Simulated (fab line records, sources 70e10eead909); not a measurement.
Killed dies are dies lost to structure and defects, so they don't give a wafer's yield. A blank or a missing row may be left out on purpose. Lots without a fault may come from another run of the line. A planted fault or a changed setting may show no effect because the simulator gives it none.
fab line records | flow nand_harc
record lots=13 wafers=39 last_day=33
route steps=1302 shown A_ONON_D2@546 A_CHANNEL_HOLE_D2@571 END@1302
lots that met no fault: from a run of the same line without faults
start_h: hours from the record's first day to the start of the lot's first wafer shown | wait_h: hours since the lot's step before | " the same as in the row above | L1.1+2: a row that stands for several wafers | - no value, or no start given | * or withheld: withheld | < > ~ a bound
route shown NAME@n: a module of which the file shows steps, and the number in the route of the first | usual: mean/standard deviation of fault-free wafers | same: alike in all rows | chamber/n: place in a boat | sites: the reading at each site | _std_site: their standard deviation | _edge_site: outer sites' mean less inner sites' | radius_mm: how far each site lies from the wafer's centre | mask NAME#n: copy n | behind: the tool/chamber that last shaped the wafer | hold: why the lot was held/for how many hours/how that ended | device: the transistor (n, p or np) that didn't switch | end of line: the same wafers' tests at the end of the route | a step without rows: its recipe alone | killed: dies lost to structure and defects at the first sort, not the wafer's yield | map: a wafer's dies, x killed, . not, _ none there
set.NAME: the setting as run; set.NAME@STEP: as run at that earlier step | model.NAME: the simulator's own value behind a step, which no gauge read
steps of the route over a sample of lots; a table a step, a row a wafer
services: from which hour (start_h, from the record's first day; less than 0 if before it) a tool's chamber was out of use, for how many hours, and why
## steps
# step NHARC_A_ONON_D2_THK_MEAS_02
# recipe thk_meas_gauge=ellipsometry
# usual thk_nm=1000/12
# columns lot.wafer tool chamber start_h wait_h thk_nm
L501.1 film_metro-01 - 281.68 - 981
L501.3 " - " " 981
L501.6 " - " " 982
L504.1 film_metro-01 - 322.95 - 1005
L504.2 " - " " 1005
L504.5 " - " " 1005
L507.1 film_metro-02 - 330.63 - 973
L507.2 " - " " 973
L507.6 " - " " 975
L505.1 film_metro-01 - 330.64 - 993
L505.3 " - " " 991
L505.4 " - " " 992
L506.1 film_metro-02 - 330.81 - 1003
L506.3 " - " " 1003
L506.5 " - " " 1002
L512.2 film_metro-02 - 392.71 - 1020
L512.3 " - " " 1018
L512.4 " - " " 1019
L514.1 film_metro-01 - 414.34 - 987
L514.3 " - " " 987
L514.5 " - " " 987
L517.2 film_metro-01 - 449.03 - 1006
L517.4 " - " " 1008
L517.5 " - " " 1005
L519.1 film_metro-01 - 467.34 - 981
L519.5 " - " " 982
L519.6 " - " " 984
L520.1 film_metro-01 - 487.15 - 1000
L520.3 " - " " 1003
L520.6 " - " " 1002
L521.1 film_metro-02 - 487.37 - 1012
L521.2 " - " " 1011
L521.3 " - " " 1012
L523.1 film_metro-02 - 500.41 - 1008
L523.2 " - " " 1011
L523.3 " - " " 1007
L522.1 film_metro-01 - 500.56 - 984
L522.2 " - " " 986
L522.6 " - " " 988
# step NHARC_A_ONON_D2_DEP_12
# recipe target_thk_a=10000 n2_flow_sccm=2750 n2o_flow_sccm=2000 nh3_flow_sccm=500 sih4_flow_sccm=210 temp_c=400
# columns lot.wafer tool chamber start_h wait_h
L501.1+3+6 pecvd_onon-01 0 283.44 0.1
L504.1+2+5 pecvd_onon-02 0 324.71 0.1
L507.1+2+6 pecvd_onon-03 0 332.39 0.1
L505.1+3+4 pecvd_onon-01 0 332.39 0.1
L506.1+3+5 pecvd_onon-02 0 332.56 0.1
L512.2+3+4 pecvd_onon-01 0 394.52 0.1
L514.1+3+5 pecvd_onon-01 0 416.10 0.1
L517.2+4+5 pecvd_onon-03 0 450.83 0.1
L519.1+5+6 pecvd_onon-03 0 469.10 0.1
L520.1+3+6 pecvd_onon-02 0 488.92 0.1
L521.1+2+3 pecvd_onon-03 0 489.12 0.1
L523.1+2+3 pecvd_onon-01 0 502.16 0.1
L522.1+2+6 pecvd_onon-02 0 502.31 0.1
# step NHARC_A_ONON_D2_THK_MEAS_14
# recipe thk_meas_gauge=ellipsometry
# usual thk_nm=999/9.5
# columns lot.wafer tool chamber start_h wait_h thk_nm
L501.1 film_metro-01 - 283.95 - 996
L501.3 " - " " 996
L501.6 " - " " 995
L504.1 film_metro-01 - 325.22 - 995
L504.2 " - " " 998
L504.5 " - " " 996
L507.1 film_metro-02 - 332.90 - 1008
L507.2 " - " " 1008
L507.6 " - " " 1007
L505.1 film_metro-01 - 332.92 - 995
L505.3 " - " " 997
L505.4 " - " " 995
L506.1 film_metro-02 - 333.07 - 987
L506.3 " - " " 990
L506.5 " - " " 990
L512.2 film_metro-02 - 394.98 - 566
L512.3 " - " " 567
L512.4 " - " " 567
L514.1 film_metro-02 - 416.62 - 554
L514.3 " - " " 554
L514.5 " - " " 552
L517.2 film_metro-01 - 451.29 - 1006
L517.4 " - " " 1005
L517.5 " - " " 1004
L519.1 film_metro-02 - 469.60 - 1003
L519.5 " - " " 1002
L519.6 " - " " 1003
L520.1 film_metro-02 - 489.43 - 1003
L520.3 " - " " 1000
L520.6 " - " " 1001
L521.1 film_metro-01 - 489.63 - 993
L521.2 " - " " 994
L521.3 " - " " 994
L523.1 film_metro-02 - 502.67 - 984
L523.2 " - " " 982
L523.3 " - " " 980
L522.1 film_metro-01 - 502.81 - 1009
L522.2 " - " " 1010
L522.6 " - " " 1008
# step NHARC_A_ONON_D2_DEP_33
# recipe target_thk_a=2000 temp_c=400 pressure_torr=6.5 rf_w=900 teos_flow_sccm=161.4 flow_sccm=2650 target_thk_nm=200 gas=O2 material=SiO2
# usual heater_power_w=575/65 mfc_precursor_sccm=161.4/0.46 throttle_valve_pct=16.1/0.39
# columns lot.wafer tool chamber start_h wait_h heater_power_w mfc_precursor_sccm throttle_valve_pct
L501.3 pecvd-02 0 294.14 0.1 659 161.3 15.8
L501.1 " 2 " " 475 161.3 16.5
L501.6 " 2 " " 492 160.6 16.9
L504.1 pecvd-03 1 335.06 0.1 597 161.3 16.1
L504.2 " 2 " " 525 161.6 16.2
L504.5 " 1 " " 598 160.6 16.2
L506.1 pecvd-03 1 342.59 0.1 611 161.4 16.4
L506.3 " 0 " " 643 161.3 16.7
L506.5 " 1 " " 597 161.7 16.1
L505.1 pecvd-04 1 342.60 0.1 585 161.3 15.9
L505.3 " 2 " " 474 161.1 16.0
L505.4 " 1 " " 609 161.0 15.7
L507.2 pecvd-03 2 342.98 0.1 603 160.9 15.8
L507.1 " 0 " " 714 161.3 16.4
L507.6 " 1 " " 594 161.9 16.3
L512.2 pecvd-02 2 405.31 0.1 540 161.8 17.1
L512.3 " 0 " " 587 161.6 16.1
L512.4 " 2 " " 541 161.9 16.9
L514.3 pecvd-02 1 428.17 0.1 567 161.2 16.3
L514.1 " 2 " " 463 161.9 16.4
L514.5 " 2 " " 463 161.2 16.4
L517.2 pecvd-02 2 462.93 0.1 520 161.8 16.5
L517.4 " 2 " " 509 162.3 16.5
L517.5 " 0 " " 665 161.1 16.1
L519.1 pecvd-02 0 479.97 0.2 651 161.2 16.1
L519.5 " 0 " " 674 161.3 16.1
L519.6 " 2 " " 509 161.1 16.4
L520.3 pecvd-03 0 499.09 0.1 676 161.1 16.6
L520.1 " 2 " " 493 161.6 15.9
L520.6 " 0 " " 685 161.0 16.6
L521.1 pecvd-04 0 499.31 0.1 636 161.8 16.3
L521.2 " 1 " " 634 160.7 15.6
L521.3 " 2 " " 584 161.0 16.5
L523.2 pecvd-02 0 512.70 0.1 588 161.0 15.9
L523.1 " 1 " " 514 161.6 16.4
L523.3 " 2 " " 484 161.2 16.9
L522.1 pecvd-04 1 512.71 0.1 505 161.0 15.4
L522.2 " 0 " " 519 161.4 16.2
L522.6 " 1 " " 534 161.8 15.0
# step NHARC_A_CHANNEL_HOLE_D2_DEP_01
# recipe target_thk_a=1400 target_thk_nm=140 temp_c=400 pressure_torr=3.5 flow_sccm=200 rf_w=350 material=SiON
# usual heater_power_w=755/76
# columns lot.wafer tool chamber start_h wait_h heater_power_w
L501.1 pecvd-03 2 296.79 1.8 668
L501.3 " 0 " " 812
L501.6 " 0 " " 840
L504.2 pecvd-04 1 337.48 1.3 709
L504.1 " 2 " " 755
L504.5 " 2 " " 756
L505.1 pecvd-03 2 345.26 1.6 756
L505.3 " 1 " " 682
L505.4 " 2 " " 772
L506.1 pecvd-01 2 345.51 1.6 770
L506.3 " 0 " " 640
L506.5 " 2 " " 781
L507.1 pecvd-03 1 345.57 1.6 745
L507.2 " 2 " " 771
L507.6 " 0 " " 896
L517.2 pecvd-03 2 465.53 1.3 731
L517.4 " 1 " " 749
L517.5 " 0 " " 771
L519.1 pecvd-03 1 486.49 1.6 787
L519.6 " 2 " " 637
L519.5 " 1 " " 790
L520.1 pecvd-04 1 504.51 1.6 676
L520.3 " 2 " " 751
L520.6 " 0 " " 747
L521.2 pecvd-01 0 505.30 1.3 630
L521.1 " 1 " " 681
L521.3 " 2 " " 743
L523.3 pecvd-03 1 515.77 1.0 778
L523.2 " 2 " " 762
L523.1 " 0 " " 809
L522.1 pecvd-04 2 517.72 1.6 813
L522.2 " 0 " " 812
L522.6 " 2 " " 831
# step NHARC_END_SORT_01
# recipe temp_c=25
# usual killed_at_array=65/19 killed_at_other=0.9/1.1 killed_at_periphery=3.5/2.3 killed_dies=69/19 killed_open=3.2/1.8 killed_short=2.4/1.5
# same gross_dies=677
# columns lot.wafer tool chamber start_h wait_h killed_at_array killed_at_other killed_at_periphery killed_dies killed_open killed_short
L512.2 prober-01 0 676.87 2.8 671 1 5 677 4 5
L512.3 prober-01 0 677.68 3.1 675 0 2 677 2 1
L512.4 prober-01 0 678.50 3.4 674 1 2 677 4 3
L514.1 prober-01 0 704.96 2.5 677 0 0 677 1 0
L514.3 prober-01 0 706.55 3.1 674 0 3 677 5 2
L514.5 prober-01 0 708.15 3.7 677 0 0 677 2 5
# killed by level:class
L512.2 A_ONON_D2:area_dep=599 A_CHANNEL_HOLE_D1:chamber_film_flake=33 A_CHANNEL_HOLE_D2:chamber_film_flake=19 A_STAIRCASE:chamber_film_flake=5 A_CONTACT:chamber_film_flake=5 A_CHANNEL_FILL_D1:geometric_particle:short=3 P_ZERO_WELL:chamber_film_flake=2 P_STI:chamber_film_flake=2
L512.3 A_ONON_D2:area_dep=599 A_CHANNEL_HOLE_D1:chamber_film_flake=37 A_CHANNEL_HOLE_D2:chamber_film_flake=18 A_CONTACT:chamber_film_flake=10 A_STAIRCASE:chamber_film_flake=4 A_WL_FILL:chamber_film_flake=4 P_CONTACT:geometric_particle:open=1 P_M0:geometric_particle:open=1
L512.4 A_ONON_D2:area_dep=612 A_CHANNEL_HOLE_D1:chamber_film_flake=32 A_CHANNEL_HOLE_D2:chamber_film_flake=19 A_CHANNEL_FILL_D1:geometric_particle:short=2 A_STAIRCASE:chamber_film_flake=2 A_CONTACT:chamber_film_flake=2 P_CONTACT:geometric_particle:open=1 P_M1:geometric_particle:open=1
L514.1 A_ONON_D2:area_dep=599 A_SLIT:chamber_film_flake=40 A_CHANNEL_HOLE_D1:chamber_film_flake=31 A_SGD_CUT:chamber_film_flake=2 A_CONTACT:chamber_film_flake=2 A_CHANNEL_HOLE_D2:geometric_particle:open=1 A_CHANNEL_FILL_D1:chamber_film_flake=1 A_CHANNEL_HOLE_D2:chamber_film_flake=1
L514.3 A_ONON_D2:area_dep=604 A_CHANNEL_HOLE_D1:chamber_film_flake=32 A_SLIT:chamber_film_flake=31 A_WL_FILL:chamber_film_flake=2 P_CONTACT:geometric_particle:open=1 P_M1:geometric_particle:short=1 P_M1:geometric_particle:open=1 A_ONON_D2:geometric_particle:short=1
L514.5 A_ONON_D2:area_dep=602 A_SLIT:chamber_film_flake=37 A_CHANNEL_HOLE_D1:chamber_film_flake=25 A_DECK1_JOINT:chamber_film_flake=3 A_SOURCE_PLATE:geometric_particle:short=1 A_CHANNEL_FILL_D1:geometric_particle:short=1 A_DECK1_JOINT:geometric_particle:short=1 A_WL_FILL:geometric_particle:short=1
## services
# columns tool chamber start_h hours kind
pecvd-01 - 263.20 0.7 repair
pecvd-04 - 269.22 13.0 pm
pecvd_onon-01 - 269.45 13.0 pm
pecvd-01 - 296.58 1.5 repair
pecvd-04 - 297.73 1.5 repair
pecvd-01 - 311.22 13.0 pm
pecvd-04 - 328.28 5.0 repair
pecvd-02 1 331.67 18.1 repair
pecvd_onon-02 - 366.11 13.0 pm
pecvd-03 - 366.57 13.0 pm
pecvd-03 0 366.57 13.1 vent_cycle
pecvd-03 1 366.57 13.0 vent_cycle
pecvd-03 2 366.57 13.0 vent_cycle
pecvd-03 1 379.57 - clean
pecvd-03 2 379.57 - clean
pecvd-02 - 408.09 13.0 pm
pecvd_onon-03 - 408.29 13.0 pm
pecvd_onon-02 - 439.45 1.3 repair
pecvd-02 - 439.73 0.7 repair
pecvd-04 - 450.22 13.0 pm
pecvd_onon-01 - 450.45 13.0 pm
pecvd-02 1 462.07 10.2 repair
pecvd-01 0 491.00 11.1 repair
pecvd-01 - 492.22 13.0 pm
## key
first_sign step=NHARC_A_ONON_D2_THK_MEAS_14 reading=thk_nm direction=down sigmas=46 usual=999 struck=560
effect step=NHARC_END_SORT_01 reading=killed_at_array direction=up sigmas=32 usual=65 struck=675
more_kills_born_at NHARC_A_ONON_D2_DEP_12@pecvd_onon-01=3615
met_at NHARC_A_ONON_D2_DEP_12
struck_lots L512,L514
later_rows_left_out L512.2,L512.3,L512.4,L514.1,L514.3,L514.5
tester_left_out L512,L514
not_acting_at NHARC_A_ONON_D2_THK_MEAS_02,NHARC_A_ONON_D2_DEP_33,NHARC_A_CHANNEL_HOLE_D2_DEP_01
onset_between 332.39 394.52
fault kind=process_parameter_drift tool=pecvd_onon-01 chamber=- onset_h=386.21 steps=NHARC_A_ONON_D2_DEP_12 channel=target_thk_a offset=* shape=step end_h=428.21 acts_in=* stated=*
# tester_left_out: of these lots the tester's yield and bins aren't shown, on N5 and GAA mostly nor the transistor test; their killed dies are dies lost to structure and defects alone, not to doping, threshold or leakage, so they don't give the yield
# later_rows_left_out: the simulator's readings of these wafers behind a module that went badly wrong aren't trusted and aren't shown, but for the sort
